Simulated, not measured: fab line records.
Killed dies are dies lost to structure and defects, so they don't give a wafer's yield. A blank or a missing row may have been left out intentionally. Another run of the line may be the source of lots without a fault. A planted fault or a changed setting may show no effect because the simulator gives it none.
Which tool was responsible? + flow nandHarc + 12 lots, 36 wafers sampled, at 5 steps of a route of 1302

WHAT THE GAUGES SHOWED, per wafer
NHARC_P_M1_CD_MEAS_09: target cd 130 nm. Usual: cdNm reads 129.9 nm (standard deviation 0.48).
| lot  | measured     | on       | cdNm (nm)         | flag |
|------|--------------|----------|-------------------|------|
| L346 | day 6 13:35  | cdSem-03 | 129.7 129.4 130.0 |      |
| L347 | day 6 20:54  | cdSem-02 | 130.1 130.2 129.7 |      |
| L348 | day 7 14:55  | cdSem-02 | 129.6 129.1 129.6 |      |
| L349 | day 8 03:11  | cdSem-01 | 130.4 130.0 130.2 |      |
| L350 | day 8 10:05  | cdSem-01 | 129.0 129.8 129.7 |      |
| L356 | day 10 20:47 | cdSem-01 | 129.4 129.9 129.9 |      |
| L357 | day 11 09:40 | cdSem-03 | 129.6 130.0 129.9 |      |
| L360 | day 12 11:05 | cdSem-01 | 129.7 129.7 129.7 |      |
| L359 | day 12 11:17 | cdSem-02 | 129.9 130.5 130.1 |      |
| L361 | day 13 02:48 | cdSem-01 | 129.5 130.2 130.2 |      |
| L362 | day 13 10:08 | cdSem-03 | 129.7 130.1 130.6 |      |
| L368 | day 15 15:40 | cdSem-02 | 130.9 130.9 130.7 |      |

NHARC_END_SORT_01. Usual: defectLimitedYield 91 %, standard deviation 3.1; killedAtArray 53, standard deviation 21; killedAtOther 1.0, standard deviation 1.3; killedAtPeriphery 3.8, standard deviation 2.4; killedDies 58, standard deviation 21; killedOpen 3.4, standard deviation 1.9; killedShort 2.4, standard deviation 1.5; sort_bin_2_pct 3.0 %, standard deviation 1.3; sort_bin_3_pct 0.6 %, standard deviation 0.39; sort_bin_4_pct 4.9 %, standard deviation 1.8; sortNPass 619, standard deviation 21; sortRimYieldPct 88 %, standard deviation 5.3; sortYieldPct 91 %, standard deviation 3.1.
| lot  | measured     | on        | defectLimitedYield (%) | killedAtArray | killedAtOther | killedAtPeriphery | killedDies  | killedOpen | killedShort | sort_bin_2_pct (%) | sort_bin_3_pct (%) | sort_bin_4_pct (%) | sortNPass   | sortRimYieldPct (%) | sortYieldPct (%) | flag |
|------|--------------|-----------|------------------------|---------------|---------------|-------------------|-------------|------------|-------------|--------------------|--------------------|--------------------|-------------|---------------------|------------------|------|
| L348 | day 25 14:38 | prober-01 | 0 0 0                  | 79 81 78      | 1 0 0         | 597 596 599       | 677 677 677 | 1 4 3      | 2 3 4       | 92.3 92.0 91.4     | 0.3 0.7 1.0        | 7.4 7.2 7.5        | 0 0 0       | 0 0 0               | 0 0 0            | OFF  |
| L349 | day 26 03:16 | prober-02 | 0 0 0                  | 70 70 72      | 1 1 1         | 606 606 604       | 677 677 677 | 4 9 10     | 5 1 2       | 93.2 93.6 93.4     | 0.4 0 0.9          | 6.4 6.4 5.8        | 0 0 0       | 0 0 0               | 0 0 0            | OFF  |
| L350 | day 26 02:28 | prober-01 | 0 0 0                  | 34 54 58      | 0 1 1         | 643 622 618       | 677 677 677 | 3 6 3      | 0 2 3       | 96.5 94.7 94.2     | 1.0 0.4 0.9        | 2.5 4.9 4.9        | 0 0 0       | 0 0 0               | 0 0 0            | OFF  |
| L356 | day 29 22:43 | prober-01 | 96                     | 21            | 0             | 5                 | 26          | 5          | 1           | 1.2                | 0                  | 2.7                | 651         | 94                  | 96               |      |
| L360 | day 31 00:04 | prober-01 | 96 96 96               | 25 24 25      | 0 0 1         | 3 4 3             | 28 28 29    | 1 3 4      | 2 3 3       | 1.5 1.2 1.8        | 0.4 0.3 0.1        | 2.2 2.7 2.4        | 649 649 648 | 93 95 90            | 96 96 96         |      |
| L359 | day 30 16:21 | prober-02 | 90 88 90               | 68 74 61      | 0 0 0         | 0 4 4             | 68 78 65    | 2 4 3      | 2 3 2       | 3.1 3.8 4.9        | 1.6 1.6 1.0        | 5.3 6.1 3.7        | 609 599 612 | 92 82 92            | 90 88 90         |      |
| L361 | day 31 23:30 | prober-02 | 88 84 89               | 73 106 72     | 1 0 0         | 4 4 4             | 78 110 76   | 3 4 4      | 5 2 0       | 4.3 3.4 3.7        | 1.2 1.8 0.4        | 6.1 11.1 7.1       | 599 567 601 | 74 82 76            | 88 84 89         |      |
| L362 | day 32 01:54 | prober-01 | 91                     | 58            | 3             | 3                 | 64          | 2          | 3           | 3.1                | 0.9                | 5.5                | 613         | 95                  | 91               |      |

WHICH TOOL RAN EACH LOT (tool, then ch and the chambers of the sampled wafers, then the start)
| lot  | NHARC_P_M1_ETCH_28                | NHARC_P_M1_DEGAS_29         | NHARC_P_M1_ANNEAL_31            |
|------|-----------------------------------|-----------------------------|---------------------------------|
| L346 | rieDiel-05 ch 0,2,3, day 6 14:23  | pvdSputter-01, day 6 14:47  | rtpAnneal-01 ch 0, day 6 15:31  |
| L347 | rieDiel-13 ch 0,2,3, day 6 21:42  | pvdSputter-03, day 6 22:10  | rtpAnneal-02 ch 0, day 6 22:53  |
| L348 | rieDiel-05 ch 0,2,3, day 7 16:11  | pvdSputter-02, day 7 16:35  | rtpAnneal-02 ch 0, day 7 17:19  |
| L349 | rieDiel-05 ch 0,1,3, day 8 04:05  | pvdSputter-01, day 8 04:29  | rtpAnneal-01 ch 0, day 8 05:16  |
| L350 | rieDiel-02 ch 1,2,3, day 8 10:55  | pvdSputter-03, day 8 11:18  | rtpAnneal-02 ch 0, day 8 12:06  |
| L356 | rieDiel-13 ch 0,1,3, day 10 21:36 | pvdSputter-01, day 10 22:00 | rtpAnneal-02 ch 0, day 10 22:44 |
| L357 | rieDiel-05 ch 1,2, day 11 10:28   | pvdSputter-01, day 11 10:52 | rtpAnneal-02 ch 0, day 11 11:39 |
| L360 | rieDiel-13 ch 0,1,2, day 12 11:53 | pvdSputter-01, day 12 12:18 | rtpAnneal-01 ch 0, day 12 13:05 |
| L359 | rieDiel-05 ch 0,1, day 12 12:07   | pvdSputter-02, day 12 12:31 | rtpAnneal-01 ch 0, day 12 13:23 |
| L361 | rieDiel-05 ch 1,2,3, day 13 03:37 | pvdSputter-03, day 13 04:00 | rtpAnneal-02 ch 0, day 13 04:48 |
| L362 | rieDiel-05 ch 0,2,3, day 13 10:58 | pvdSputter-03, day 13 11:21 | rtpAnneal-02 ch 0, day 13 12:09 |
| L368 | rieDiel-05 ch 0,1,2, day 15 16:29 | pvdSputter-01, day 15 16:53 | rtpAnneal-02 ch 0, day 15 17:40 |
- NHARC_P_M1_ETCH_28: etches the open film in CF4/N2, target depth 30 nm, time 72.99 s.
- NHARC_P_M1_DEGAS_29: time 60 s.
- NHARC_P_M1_ANNEAL_31: time 90 s.

AS READ BY THE TOOLS THEMSELVES (means over the sampled wafers that have a number; for cases with no such wafer, the mark the record gives instead)
NHARC_P_M1_ETCH_28. Usual: biasW 100.02 W, standard deviation 0.28; cf4FlowSccm 50.01 sccm, standard deviation 0.15; drypumpMotorCurrentA 5.73 A, standard deviation 0.3; oesProductAu 0.999 a.u., standard deviation 0.0075; rfVppV 313.2 V, standard deviation 2.3; showerheadPlenumPTorr 2.57 Torr, standard deviation 0.13; throttleValvePct 19.795 %, standard deviation 0.0089.
| lot  | tool       | biasW (W) | cf4FlowSccm (sccm) | drypumpMotorCurrentA (A) | oesProductAu (a.u.) | rfVppV (V) | showerheadPlenumPTorr (Torr) | throttleValvePct (%) | flag |
|------|------------|-----------|--------------------|--------------------------|---------------------|------------|------------------------------|----------------------|------|
| L346 | rieDiel-05 | 99.82     | 49.98              | 5.82                     | 1.008               | 314.0      | 2.59                         | 19.793               |      |
| L347 | rieDiel-13 | 99.96     | 49.98              | 5.75                     | 0.987               | 313.1      | 2.59                         | 19.805               |      |
| L348 | rieDiel-05 | -         | -                  | -                        | -                   | -          | -                            | -                    | OFF  |
| L349 | rieDiel-05 | -         | -                  | -                        | -                   | -          | -                            | -                    | OFF  |
| L350 | rieDiel-02 | -         | -                  | -                        | -                   | -          | -                            | -                    | OFF  |
| L356 | rieDiel-13 | 100.04    | 49.88              | 5.58                     | 0.992               | 314.4      | 2.61                         | 19.790               |      |
| L357 | rieDiel-05 | 99.80     | 49.89              | 5.88                     | 0.998               | 311.6      | 2.50                         | 19.794               |      |
| L360 | rieDiel-13 | 99.94     | 49.99              | 5.66                     | 1.003               | 313.3      | 2.53                         | 19.793               |      |
| L359 | rieDiel-05 | 100.30    | 50.04              | 5.80                     | 1.002               | 311.7      | 2.48                         | 19.792               |      |
| L361 | rieDiel-05 | 99.83     | 50.15              | 5.86                     | 1.002               | 313.8      | 2.60                         | 19.798               |      |
| L362 | rieDiel-05 | 100.03    | 50.01              | 5.82                     | 1.006               | 313.3      | 2.59                         | 19.791               |      |
| L368 | rieDiel-05 | 100.23    | 49.96              | 5.86                     | 0.999               | 311.3      | 2.48                         | 19.796               |      |

NHARC_P_M1_DEGAS_29. Usual: heaterPowerW reads 336 W (standard deviation 30).
| lot  | tool          | heaterPowerW (W) | flag |
|------|---------------|------------------|------|
| L346 | pvdSputter-01 | 322              |      |
| L347 | pvdSputter-03 | 357              |      |
| L348 | pvdSputter-02 | 359              |      |
| L349 | pvdSputter-01 | 313              |      |
| L350 | pvdSputter-03 | 317              |      |
| L356 | pvdSputter-01 | 335              |      |
| L357 | pvdSputter-01 | 332              |      |
| L360 | pvdSputter-01 | 332              |      |
| L359 | pvdSputter-02 | 349              |      |
| L361 | pvdSputter-03 | 311              |      |
| L362 | pvdSputter-03 | 351              |      |
| L368 | pvdSputter-01 | 323              |      |

NHARC_P_M1_ANNEAL_31. Usual: wafer_temp_C_max reads 225.79 (standard deviation 0.22).
| lot  | tool         | wafer_temp_C_max | flag |
|------|--------------|------------------|------|
| L346 | rtpAnneal-01 | 225.77           |      |
| L347 | rtpAnneal-02 | 225.95           |      |
| L348 | rtpAnneal-02 | 225.63           |      |
| L349 | rtpAnneal-01 | 225.91           |      |
| L350 | rtpAnneal-02 | 225.63           |      |
| L356 | rtpAnneal-02 | 225.98           |      |
| L357 | rtpAnneal-02 | 225.86           |      |
| L360 | rtpAnneal-01 | 225.80           |      |
| L359 | rtpAnneal-01 | 225.67           |      |
| L361 | rtpAnneal-02 | 225.71           |      |
| L362 | rtpAnneal-02 | 225.38           |      |
| L368 | rtpAnneal-02 | 225.82           |      |

THE ANSWER, worked out from the rows above alone
Rule: a lot counts as off when the mean over its wafers that have a number is more than 3 standard deviations away from the usual mean. Also off: a lot with no number at a reading for which 4 or more lots have one. All remaining lots with rows at the step are treated as sound. Order of review: gauges by route order, followed by the tools' own readings, for which a lot's mean as printed above is used. The first step at which some lot is off is used, and at that step the reading that is off furthest; a lot without a number counts as furthest.
Off: L348, L349, L350 (NHARC_END_SORT_01, killedAtPeriphery). Neither off nor sound, because the step has no rows for them: L346, L347, L357, L368.
A tool fits if, at a process step before that reading, it ran every lot that is off, and no sound lot after the first of them. Not tried: the gauges at NHARC_END_SORT_01; whatever is off there is also off at NHARC_P_M1_ETCH_28, on other tools, and gauge error can't account for it. None of those tried fits.

WHAT THE SIMULATOR HAD INSERTED
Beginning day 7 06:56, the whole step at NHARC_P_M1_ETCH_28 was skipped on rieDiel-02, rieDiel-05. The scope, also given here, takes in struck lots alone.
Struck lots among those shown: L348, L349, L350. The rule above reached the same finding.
